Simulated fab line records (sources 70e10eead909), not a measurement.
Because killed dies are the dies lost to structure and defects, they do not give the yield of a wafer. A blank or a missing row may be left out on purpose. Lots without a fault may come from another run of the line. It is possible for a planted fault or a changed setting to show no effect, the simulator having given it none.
Matching of chambers + flow nand harc + 3 sister chambers for NHARC_P_M1_DEP_33 on pecvd-02
The step deposits SiCN, target thk 30 nm. 3 wafers are shown with their chamber, then 7 later ones without.

== EACH WAFER AND ITS CHAMBER ==
| wafer  | chamber | heater power w (W) |
|--------|---------|--------------------|
| L089.4 | 1       | 720                |
| L090.3 | 2       | 664                |
| L090.4 | 0       | 617                |

== WAFERS MISSING THEIR CHAMBER ==
| wafer  | heater power w (W) |
|--------|--------------------|
| L090.6 | 666                |
| L093.2 | 627                |
| L093.3 | 682                |
| L093.5 | 631                |
| L095.2 | 601                |
| L095.5 | 647                |
| L095.6 | 552                |

== WHICH CHAMBER EACH ONE RAN IN ==
| wafer  | from the rows above          | in truth |
|--------|------------------------------|----------|
| L090.6 | can't be placed: 2 or 0 or 1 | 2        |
| L093.2 | can't be placed: 0 or 2      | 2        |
| L093.3 | can't be placed: 2 or 1 or 0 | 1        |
| L093.5 | can't be placed: 0 or 2      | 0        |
| L095.2 | can't be placed: 0 or 2      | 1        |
| L095.5 | can't be placed: 2 or 0      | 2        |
| L095.6 | can't be placed: 0 or 2      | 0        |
Placed correctly: 0 of 7. Not placeable from these rows: 7 (in 6, the candidates include the true chamber). 0 placed wrongly.
How it was worked out, from the rows above alone: a wafer's distance from a chamber is the root of the sum, over the readings, of the square of ((its reading less the chamber's mean) divided by the reading's scatter). The wafer belongs to the nearest chamber; if the next one is less than 2 further off, it can't be placed. A chamber's mean is the mean of its shown wafers. The scatter (one wafer shown for each chamber): square how far every hidden wafer sits from the nearest shown wafer, average those squares and take the square root.
